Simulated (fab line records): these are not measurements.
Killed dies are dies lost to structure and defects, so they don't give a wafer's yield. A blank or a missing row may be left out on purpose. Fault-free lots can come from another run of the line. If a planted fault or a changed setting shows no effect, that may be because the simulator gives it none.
fab line records	flow nandHarc
record lots=7	wafers=18	lastDay=32
route steps=1302 shown P_GATE@127 END@1302
lots that met no fault: from a run of the same line without faults
startH: hours from the record's first day to the start of the lot's first wafer shown	waitH: how many hours have passed since the lot's step before this one	" the same as in the row above	L1.1+2: a row that stands for several wafers	- no value, or no start was given	* or withheld: withheld	< > ~ a bound
route shown NAME@n: names a module that has steps shown in the file, with the first one's number in the route	usual: the fault-free wafers' mean and standard deviation	same: alike in all rows	chamber/n: place in a boat	sites: readings site by site	_std_site: standard deviation across them	_edge_site: outer sites' mean less inner sites'	radiusMm: how far each site lies from the wafer's centre	mask NAME#n: copy n	behind: the last tool/chamber to shape the wafer	hold: why the lot was held/for how many hours/how that ended	device: transistor that didn't switch, given as n, p or np	end of line: the tests these same wafers got at the end of their route	a step without rows: its recipe alone	killed: the dies lost at the first sort to structure and to defects; this is not the yield of the wafer	map: a wafer's dies, x killed, . not, _ none there
set.NAME: the setting as run; set.NAME@STEP: as run at that earlier step	model.NAME: the simulator's own value behind a step, which no gauge read
a table for each step, a row for each wafer; lots at some steps of the route
services: the hour from which a tool's chamber was out of use, counted from the record's first day as startH (under 0 if before that day), plus the number of hours and why
## steps
# step NHARC_P_GATE_PRECLEAN_71
# recipe timeS=*	tempC=50	bathAgeMin=0	chemistry=SC1
# step NHARC_P_GATE_SRD_72
# step NHARC_P_GATE_OXIDE_16
# recipe targetThkA=30	tempC=875	oxTimeS=392	material=SiO2
# step NHARC_P_GATE_CVD_17
# recipe targetThkA=1500	tempC=620	timeS=900	material=poly-Si
# step NHARC_P_GATE_HM_DEP_102
# recipe targetThkA=1200	tempC=400	material=aC
# usual throttleValvePct=35.000/0.0095
lot.wafer	tool	chamber	startH	waitH	throttleValvePct
L570.1	aclDep-02	0	111.63	1.3	34.994
L570.5	"	0	"	"	35.017
L570.6	"	0	"	"	35.013
L571.1	aclDep-01	0	124.53	6.1	35.006
L571.4	"	0	"	"	34.999
L571.5	"	0	"	"	35.006
L569.1	aclDep-02	0	131.66	0.8	34.996
L569.2	"	0	"	"	34.994
L569.3	"	0	"	"	35.006
L574.2	aclDep-01	0	144.75	1.8	34.989
L574.3	"	0	"	"	34.995
L574.6	"	0	"	"	35.002
L588.3	aclDep-01	0	279.64	0.7	35.012
L588.4	"	0	"	"	34.991
L587.1	aclDep-01	0	280.07	1.1	34.991
L587.4	"	0	"	"	34.996
L589.1	aclDep-03	0	292.92	0.4	35.009
L589.5	"	0	"	"	34.995
# step NHARC_P_GATE_DEP_103
# recipe targetThkA=300	targetThkNm=30	tempC=400	flowSccm=200	rfW=350	material=SiON
# usual heaterPowerW=761/97
lot.wafer	tool	chamber	startH	waitH	heaterPowerW	sinceWetCleanH
L570.1	pecvd-02	2	112.33	0.6	794	53
L570.5	"	2	"	"	826	-
L570.6	"	0	"	"	700	-
L571.1	pecvd-01	0	125.23	0.6	879	163
L571.5	"	2	"	"	783	-
L571.4	"	1	"	"	930	-
L569.1	pecvd-04	0	132.33	0.6	632	31
L569.2	"	1	"	"	766	31
L569.3	"	1	"	"	754	-
L574.3	pecvd-02	0	145.35	0.4	684	86
L574.2	"	1	"	"	682	86
L574.6	"	2	"	"	805	-
L588.3	pecvd-02	1	280.15	0.4	718	40
L588.4	"	1	"	"	738	-
L587.1	pecvd-01	0	280.73	0.6	819	138
L587.4	"	1	"	"	914	-
L589.1	pecvd-04	2	293.58	0.6	973	12
L589.5	"	2	"	"	1001	-
# step NHARC_P_GATE_DEHYDRATE_18
# recipe tempC=150	timeS=120
# step NHARC_P_GATE_HMDS_19
# recipe timeS=30
# step NHARC_P_GATE_COAT_20
# recipe spinRpm=1500	resistThkNm=90
# step NHARC_P_GATE_SOFTBAKE_21
# recipe tempC=105	timeS=55
# step NHARC_P_GATE_EBR_22
# step NHARC_P_GATE_EXPOSE_23
# recipe na=1.35	targetCdNm=120	doseMj=93.91	maskId=P_GATE
# step NHARC_P_GATE_PEB_24
# recipe pebTempC=100	pebTimeS=65
# usual chillPlateTempC=23.00/0.1	heaterPowerTotalW=156.6/0.41
lot.wafer	tool	chamber	startH	waitH	chillPlateTempC	heaterPowerTotalW
L570.1	lithoTrack-01	0	112.90	0.1	23.03	157.1
L570.5	"	0	"	"	22.92	156.9
L570.6	"	0	"	"	23.09	157.0
L571.1	lithoTrack-04	0	125.80	0.1	22.99	156.9
L571.4	"	0	"	"	23.10	157.2
L571.5	"	0	"	"	23.04	156.7
L569.1	lithoTrack-04	0	132.92	0.1	22.86	156.9
L569.2	"	0	"	"	22.99	156.5
L569.3	"	0	"	"	22.90	156.6
L574.2	lithoTrack-06	0	145.91	0.1	22.91	157.1
L574.3	"	0	"	"	22.89	156.8
L574.6	"	0	"	"	23.00	156.5
L588.3	lithoTrack-01	0	280.69	0.0	22.80	157.0
L588.4	"	0	"	"	22.81	156.7
L587.1	lithoTrack-01	0	281.33	0.1	22.82	157.0
L587.4	"	0	"	"	22.84	156.6
L589.1	lithoTrack-01	0	294.18	0.1	23.13	157.0
L589.5	"	0	"	"	23.00	156.7
# step NHARC_P_GATE_DEVELOP_25
# recipe developTimeS=35	devTempC=23
# step NHARC_P_GATE_CD_MEAS_26
# recipe targetCdNm=120	landingEnergyEv=500
# usual cdNm=120.3/0.54
lot.wafer	tool	chamber	startH	waitH	cdNm
L570.1	cdSem-02	0	112.98	-	120.8
L570.5	"	0	"	"	120.9
L570.6	"	0	"	"	120.3
L571.1	cdSem-03	0	125.88	-	119.8
L571.4	"	0	"	"	119.9
L571.5	"	0	"	"	120.0
L569.1	cdSem-02	0	133.00	-	120.0
L569.2	"	0	"	"	119.9
L569.3	"	0	"	"	120.6
L574.2	cdSem-02	0	145.99	-	119.8
L574.3	"	0	"	"	119.4
L574.6	"	0	"	"	120.3
L588.3	cdSem-02	0	280.77	-	120.4
L588.4	"	0	"	"	107.9
L587.1	cdSem-03	0	281.41	-	107.6
L587.4	"	0	"	"	108.7
L589.1	cdSem-03	0	294.26	-	107.7
L589.5	"	0	"	"	120.8
# step NHARC_P_GATE_OVL_MEAS_27
# usual overlayXNm=0.1/0.79	overlayYNm=0.0/0.9
lot.wafer	tool	chamber	startH	waitH	overlayXNm	overlayYNm
L570.1	overlay-02	-	113.07	-	0.5	0.2
L570.5	"	-	"	"	0.9	-0.5
L570.6	"	-	"	"	1.5	0.2
L571.1	overlay-02	-	125.97	-	0.5	0.3
L571.4	"	-	"	"	0.6	0.3
L571.5	"	-	"	"	0.5	0.7
L569.1	overlay-01	-	133.08	-	1.1	0.4
L569.2	"	-	"	"	0.9	0.8
L569.3	"	-	"	"	1.1	0.6
L574.2	overlay-02	-	146.08	-	-0.4	-1.4
L574.3	"	-	"	"	-1.0	-1.6
L574.6	"	-	"	"	-0.1	-1.5
L588.3	overlay-02	-	280.86	-	-0.3	1.0
L588.4	"	-	"	"	-0.1	0.7
L587.1	overlay-01	-	281.49	-	-0.1	-0.8
L587.4	"	-	"	"	-0.5	-0.4
L589.1	overlay-01	-	294.35	-	0.0	-0.2
L589.5	"	-	"	"	-0.6	-0.7
# step NHARC_P_GATE_INSPECT_28
# usual rawDefectCount=5.7/2.5
lot.wafer	tool	chamber	startH	waitH	rawDefectCount
L570.1	defectInspect-01	-	113.11	0.0	4
L570.5	"	-	"	"	4
L570.6	"	-	"	"	6
L571.1	defectInspect-01	-	126.00	0.0	5
L571.4	"	-	"	"	2
L571.5	"	-	"	"	3
L569.1	defectInspect-02	-	133.12	0.0	6
L569.2	"	-	"	"	8
L569.3	"	-	"	"	5
L574.2	defectInspect-01	-	146.12	0.0	6
L574.3	"	-	"	"	5
L574.6	"	-	"	"	8
L588.3	defectInspect-02	-	280.89	0.0	3
L588.4	"	-	"	"	6
L587.1	defectInspect-02	-	281.53	0.0	4
L587.4	"	-	"	"	5
L589.1	defectInspect-02	-	294.38	0.0	7
L589.5	"	-	"	"	8
# step NHARC_P_GATE_DESCUM_31
# recipe timeS=3	o2FlowSccm=200	arFlowSccm=0	biasPowerW=0	chemistry=O2
# usual drypumpMotorCurrentA=5.9/0.64	oesProductAu=1.010/0.0093	rfVppV=57.8/0.9	showerheadPlenumPTorr=1.90/0.059	throttleValvePct=11.310/0.009
# same timeS=3
lot.wafer	tool	chamber	startH	waitH	drypumpMotorCurrentA	oesProductAu	rfHoursCounterH	rfVppV	showerheadPlenumPTorr	throttleValvePct	model.P_GATE.cdNm
L570.1	rieDiel-07	1	113.19	0.1	6.5	1.009	10.2	57.6	1.90	11.320	120.4
L570.5	"	3	"	"	5.3	0.996	-	57.6	2.01	11.302	121.1
L570.6	"	0	"	"	4.9	1.018	-	58.2	1.89	11.306	120.8
L571.4	rieDiel-01	0	126.07	0.1	6.1	1.002	5.9	57.0	1.79	11.318	120.1
L571.1	"	2	"	"	5.5	1.003	7.0	57.9	1.86	11.314	120.3
L571.5	"	0	"	"	6.2	1.013	-	56.7	1.79	11.305	119.8
L569.1	rieDiel-03	1	133.18	0.1	6.6	1.006	0.8	58.7	2.00	11.308	119.9
L569.2	"	2	"	"	5.9	1.013	0.7	57.7	1.83	11.312	119.2
L569.3	"	3	"	"	5.6	1.003	1.2	56.8	1.83	11.315	119.8
L574.2	rieDiel-07	1	146.18	0.1	6.5	1.019	1.2	56.0	1.90	11.289	119.5
L574.3	"	3	"	"	5.2	0.999	1.2	57.9	2.01	11.325	119.9
L574.6	"	2	"	"	6.1	1.007	-	57.1	1.93	11.319	119.4
L588.3	rieDiel-07	0	280.96	0.1	4.9	1.028	7.0	57.6	1.88	11.302	120
L588.4	"	1	"	"	6.6	1.021	-	57.8	1.90	11.313	107.4
L587.4	rieDiel-03	0	281.61	0.1	6.1	1.022	9.1	57.0	1.84	11.313	109.7
L587.1	"	3	"	"	5.6	1.009	8.0	58.3	1.83	11.306	107.4
L589.1	rieDiel-01	3	294.46	0.1	4.8	1.010	5.8	55.9	1.93	11.320	108.3
L589.5	"	2	"	"	5.5	1.012	-	58.4	1.86	11.304	120.7
# step NHARC_P_GATE_ETCH_104
# recipe targetDepthA=600	timeS=withheld	cf4FlowSccm=100	chf3FlowSccm=30	arFlowSccm=0	rfW=500	biasW=200	chemistry=CF4/CHF3
# usual cf4FlowSccm=100.0/0.3	drypumpMotorCurrentA=5.8/0.64	oesProductAu=0.967/0.021	rfVppV=370.4/1.8	showerheadPlenumPTorr=1.56/0.048	throttleValvePct=16.802/0.0095
lot.wafer	tool	chamber	startH	waitH	cf4FlowSccm	drypumpMotorCurrentA	oesProductAu	rfVppV	showerheadPlenumPTorr	throttleValvePct
L570.1	rieDiel-07	2	113.26	0.1	99.8	6.1	0.976	370.3	1.59	16.819
L570.5	"	2	"	"	100.5	6.1	0.978	372.4	1.59	16.818
L570.6	"	3	"	"	99.3	5.2	0.942	373.7	1.65	16.794
L571.4	rieDiel-01	3	126.15	0.1	100.0	4.9	0.958	371.8	1.59	16.796
L571.1	"	1	"	"	100.2	6.7	0.982	370.0	1.50	16.792
L571.5	"	3	"	"	99.8	4.9	0.964	372.5	1.59	16.795
L569.1	rieDiel-03	1	133.27	0.1	99.7	6.6	0.943	372.0	1.64	16.798
L569.3	"	2	"	"	99.5	5.9	0.945	369.1	1.51	16.794
L569.2	"	0	"	"	99.4	6.1	0.939	368.3	1.52	16.815
L574.3	rieDiel-07	2	146.27	0.1	100.3	6.1	0.960	371.2	1.59	16.807
L574.2	"	3	"	"	100.0	5.2	0.923	371.9	1.65	16.792
L574.6	"	0	"	"	100.2	4.9	0.945	370.6	1.55	16.811
L588.3	rieDiel-07	1	281.06	0.1	100.0	6.5	0.977	371.6	1.56	16.814
L588.4	"	0	"	"	100.0	4.8	0.981	369.9	1.55	16.797
L587.4	rieDiel-03	2	281.70	0.1	100.0	5.9	0.989	369.1	1.51	16.806
L587.1	"	3	"	"	99.7	5.6	0.977	367.1	1.51	16.791
L589.1	rieDiel-01	3	294.53	0.1	100.1	4.9	0.967	370.9	1.59	16.805
L589.5	"	0	"	"	100.4	6.2	0.958	366.8	1.48	16.791
# step NHARC_P_GATE_HM_OPEN_105
# recipe targetDepthA=3600	o2FlowSccm=400	cosFlowSccm=20	arFlowSccm=0	rfW=500	biasW=300	chemistry=O2/COS
# usual drypumpMotorCurrentA=5.8/0.65	oesProductAu=1.011/0.0099	rfVppV=466.7/1.9	showerheadPlenumPTorr=3.10/0.09	throttleValvePct=28.331/0.0081
lot.wafer	tool	chamber	startH	waitH	drypumpMotorCurrentA	oesProductAu	rfHoursCounterH	rfVppV	showerheadPlenumPTorr	throttleValvePct
L570.1	rieDiel-07	1	-	-	6.6	1.001	10.2	467.6	3.11	28.321
L570.6	"	3	"	"	5.3	0.984	-	469.5	3.27	28.323
L570.5	"	0	"	"	4.9	1.004	-	466.1	3.08	28.322
L571.1	rieDiel-01	2	-	-	5.5	0.996	7.0	466.3	3.05	28.325
L571.4	"	3	"	"	4.8	0.999	6.9	467.6	3.16	28.326
L571.5	"	2	"	"	5.6	0.999	-	464.7	3.05	28.341
L569.2	rieDiel-03	3	-	-	5.6	1.003	1.2	465.0	2.99	28.324
L569.3	"	0	"	"	6.1	1.015	1.3	465.2	3.01	28.340
L569.1	"	1	"	"	6.6	1.000	0.9	469.1	3.25	28.318
L574.3	rieDiel-07	1	-	-	6.6	1.018	1.2	467.6	3.11	28.339
L574.2	"	0	"	"	4.9	1.029	1.2	465.7	3.08	28.336
L574.6	"	1	"	"	6.5	1.007	-	468.0	3.11	28.329
L588.3	rieDiel-07	0	-	-	4.9	1.019	7.0	465.5	3.07	28.321
L588.4	"	1	"	"	6.6	1.014	-	467.2	3.11	28.335
L587.1	rieDiel-07	0	281.81	-	4.9	1.022	7.1	467.6	3.07	28.314
L587.4	"	0	"	"	4.9	1.019	-	466.1	3.07	28.343
L589.1	rieDiel-01	0	-	-	6.1	1.013	7.1	463.1	2.93	28.328
L589.5	"	0	"	"	6.1	1.013	-	463.0	2.93	28.328
# step NHARC_P_GATE_STRIP_106
# recipe o2FlowSccm=400	cosFlowSccm=20	arFlowSccm=0	biasW=0	chemistry=O2/COS
# step NHARC_P_GATE_ETCH_114
# recipe targetDepthA=300	overetchA=30	timeS=16.5	ionEnergyEv=100	cf4FlowSccm=80	o2FlowSccm=20	arFlowSccm=0	rfW=300	biasW=100	chemistry=CF4/O2
# usual cf4FlowSccm=80.02/0.24	drypumpMotorCurrentA=5.8/0.66	oesProductAu=1.011/0.0092	rfVppV=197.6/1.2	showerheadPlenumPTorr=1.33/0.04	throttleValvePct=13.398/0.0087
# same timeS=16.5
lot.wafer	tool	chamber	startH	waitH	cf4FlowSccm	drypumpMotorCurrentA	oesProductAu	rfHoursCounterH	rfVppV	showerheadPlenumPTorr	throttleValvePct
L570.1	rieDiel-07	3	-	-	80.00	5.2	0.996	11.4	198.4	1.40	13.405
L570.5	"	1	"	"	79.67	6.5	1.006	-	198.0	1.33	13.401
L570.6	"	2	"	"	80.18	6.1	1.000	-	198.8	1.35	13.409
L571.1	rieDiel-01	0	-	-	80.06	6.2	1.009	5.9	194.1	1.25	13.388
L571.4	"	3	"	"	79.87	4.9	0.997	7.0	196.8	1.35	13.386
L571.5	"	0	"	"	79.88	6.1	1.016	-	195.5	1.25	13.406
L569.1	rieDiel-03	1	-	-	80.02	6.6	1.013	0.9	199.0	1.39	13.406
L569.2	"	3	"	"	79.96	5.6	1.007	1.2	196.7	1.28	13.395
L569.3	"	0	"	"	79.96	6.1	1.018	1.3	198.3	1.29	13.400
L574.3	rieDiel-07	0	-	-	80.07	4.9	1.025	1.2	197.3	1.32	13.408
L574.2	"	3	"	"	79.57	5.2	1.004	1.2	198.7	1.40	13.404
L574.6	"	0	"	"	80.01	4.9	1.025	-	197.8	1.31	13.382
L588.3	rieDiel-07	2	-	-	80.23	6.1	1.004	5.2	197.5	1.35	13.383
L588.4	"	2	"	"	80.21	6.1	1.009	-	197.8	1.35	13.406
L587.1	rieDiel-07	0	282.08	0.1	80.16	4.9	1.034	7.2	197.7	1.31	13.398
L587.4	"	1	"	"	80.08	6.5	1.009	-	196.7	1.33	13.384
L589.1	rieDiel-01	0	-	-	79.93	6.2	1.006	7.1	196.0	1.25	13.404
L589.5	"	0	"	"	80.03	6.1	1.016	-	195.9	1.25	13.392
# step NHARC_P_GATE_ETCH_32
# recipe targetDepthA=1500	overEtchFrac=1	overEtchIonEnergyEv=40	timeS=100.1	hbrFlowSccm=150	cl2FlowSccm=50	rfW=400	icpW=400	biasW=100	chemistry=HBr/Cl2
# usual drypumpMotorCurrentA=5.6/0.42	heBacksideLeakSccm=2.65/0.21	oesProductAu=1.001/0.0089	throttleValvePct=26.407/0.0087
# same timeS=100.1
lot.wafer	tool	chamber	startH	waitH	drypumpMotorCurrentA	heBacksideLeakSccm	oesProductAu	rfHoursCounterH	throttleValvePct	model.P_GATE.cdNm
L570.1	rieSi-02	2	113.65	-	5.3	2.61	0.993	0.04	26.416	124.6
L570.6	"	1	"	"	6.0	3.04	1.009	-	26.407	124
L570.5	"	2	"	"	5.3	2.33	1.002	-	26.424	124.4
L571.4	rieSi-02	3	126.54	-	4.7	2.40	1.000	0.10	26.387	119.1
L571.1	"	1	"	"	6.0	2.97	1.013	0.20	26.419	123.2
L571.5	"	2	"	"	5.3	2.26	0.995	-	26.419	125.8
L569.1	rieSi-03	2	133.64	-	5.9	2.88	1.005	0.42	26.404	121.2
L569.2	"	3	"	"	5.6	2.87	1.009	0.37	26.420	120.5
L569.3	"	1	"	"	6.0	2.69	1.007	0.43	26.410	124.8
L574.3	rieSi-03	0	146.64	-	5.1	2.62	1.004	0.45	26.403	123.7
L574.2	"	1	"	"	6.0	2.69	1.009	0.52	26.410	119.9
L574.6	"	0	"	"	5.0	2.52	1.012	-	26.420	121.6
L588.3	rieSi-04	2	281.50	-	6.1	2.29	1.007	0.57	26.409	116.9
L588.4	"	3	"	"	5.4	2.85	1.004	0.60	26.406	103.4
L587.4	rieSi-04	1	282.17	-	5.6	2.34	1.019	0.60	26.411	106.6
L587.1	"	2	"	"	6.1	2.42	1.014	0.66	26.401	107
L589.1	rieSi-04	3	295.01	-	5.5	2.77	1.007	0.69	26.412	108.3
L589.5	"	0	"	"	6.0	2.51	1.011	-	26.417	122.8
# step NHARC_P_GATE_STRIP_108
# recipe o2FlowSccm=500	arFlowSccm=0	biasW=0	chemistry=O2
# step NHARC_END_SORT_01
# recipe tempC=25
# usual killedAtArray=58/20	killedAtOther=0.8/1	killedAtPeriphery=4.6/2.8	killedDies=63/19	killedOpen=3.4/2	killedShort=2.4/1.8
# same grossDies=677
lot.wafer	tool	chamber	startH	waitH	killedAtArray	killedAtOther	killedAtPeriphery	killedDies	killedOpen	killedShort
L589.1	prober-01	0	749.59	2.5	53	1	10	64	5	3
L588.4	prober-02	0	751.99	3.4	66	0	4	70	2	2
L587.1	prober-01	0	769.25	2.5	86	1	7	94	2	2
L587.4	prober-01	0	771.67	3.4	53	0	9	62	6	2
# killed by level:class
L589.1 A_SLIT:chamberFilmFlake=22 A_CHANNEL_HOLE_D1:chamberFilmFlake=14 A_CONTACT:chamberFilmFlake=5 P_GATE:areaPeb=4 P_GATE:chamberFilmFlake=3 A_M1:chamberFilmFlake=3 A_CHANNEL_FILL_D2:chamberFilmFlake=2 P_GATE:geometricParticle:open=1
L588.4 A_CHANNEL_HOLE_D1:chamberFilmFlake=40 A_CHANNEL_HOLE_D2:chamberFilmFlake=13 A_SLIT:chamberFilmFlake=3 A_CHANNEL_FILL_D2:chamberFilmFlake=3 P_STI:geometricParticle:short=1 P_M2:geometricParticle:open=1 A_ONON_D1:geometricParticle:open=1 A_CHANNEL_FILL_D1:geometricParticle:short=1
L587.1 A_SLIT:chamberFilmFlake=37 A_CHANNEL_HOLE_D1:chamberFilmFlake=32 P_GATE:areaPeb=6 A_CHANNEL_HOLE_D2:chamberFilmFlake=5 A_STAIRCASE:chamberFilmFlake=3 A_CONTACT:chamberFilmFlake=3 A_WL_FILL:chamberFilmFlake=2 A_CHANNEL_FILL_D1:geometricParticle:short=1
L587.4 A_CHANNEL_HOLE_D1:chamberFilmFlake=17 A_SLIT:chamberFilmFlake=16 P_GATE:areaPeb=6 A_STAIRCASE:chamberFilmFlake=4 A_WL_FILL:chamberFilmFlake=4 A_CONTACT:geometricParticle:open=3 A_CHANNEL_HOLE_D2:chamberFilmFlake=3 P_CONTACT:geometricParticle:open=2
## services
tool	chamber	startH	hours	kind
rieDiel-01	0	92.16	16.5	repair
pecvd-02	0	95.52	2.0	repair
rieSi-02	-	100.00	9.0	pm
rieDiel-03	-	104.77	9.0	pm
rieDiel-07	-	117.26	9.0	pm
rieDiel-03	-	152.94	0.1	repair
lithoTrack-01	-	155.00	7.0	pm
rieDiel-03	0	164.37	4.5	repair
rieSi-04	-	165.00	9.0	pm
aclDep-02	-	167.09	0.4	repair
rieSi-03	3	169.30	8.2	repair
rieDiel-03	1	177.74	3.3	repair
rieSi-02	-	181.42	0.4	repair
aclDep-01	-	186.09	13.0	pm
rieSi-02	0	187.83	11.0	repair
lithoTrack-04	-	203.00	7.0	pm
rieDiel-01	-	204.55	9.0	pm
pecvd-02	-	227.40	13.0	pm
rieDiel-07	-	230.30	1.5	repair
rieDiel-07	3	237.47	48.7	repair
rieDiel-03	-	281.77	9.0	pm
rieDiel-07	-	289.72	0.4	repair
rieDiel-03	-	291.70	0.2	repair
rieDiel-07	-	294.26	9.0	pm
## key
firstSign step=NHARC_P_GATE_CD_MEAS_26	reading=cdNm	direction=down	sigmas=23	usual=120.3	struck=108.0
effect none on later readings
modelEffect step=NHARC_P_GATE_DESCUM_31	value=P_GATE.cdNm	without=120.5	struck=108.2
modelEffect step=NHARC_P_GATE_ETCH_32	value=P_GATE.cdNm	without=118.6	struck=106.3
metAt NHARC_P_GATE_PEB_24
struckWafers L587.1,L587.4,L588.4,L589.1
testerLeftOut L587,L588,L589
onsetBetween 112.90 280.69
fault kind=processParameterDrift	tool=lithoTrack-01	chamber=-	onsetH=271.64	steps=NHARC_P_GATE_PEB_24	channel=pebTimeS	offset=*	shape=step	endH=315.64	scope=struckWafersOnly	actsIn=*	stated=*
# testerLeftOut: of these lots the tester's yield and bins aren't shown, on N5 and GAA mostly nor the transistor test; their killed dies are dies lost to structure and defects alone, not to doping, threshold or leakage, so they don't give the yield
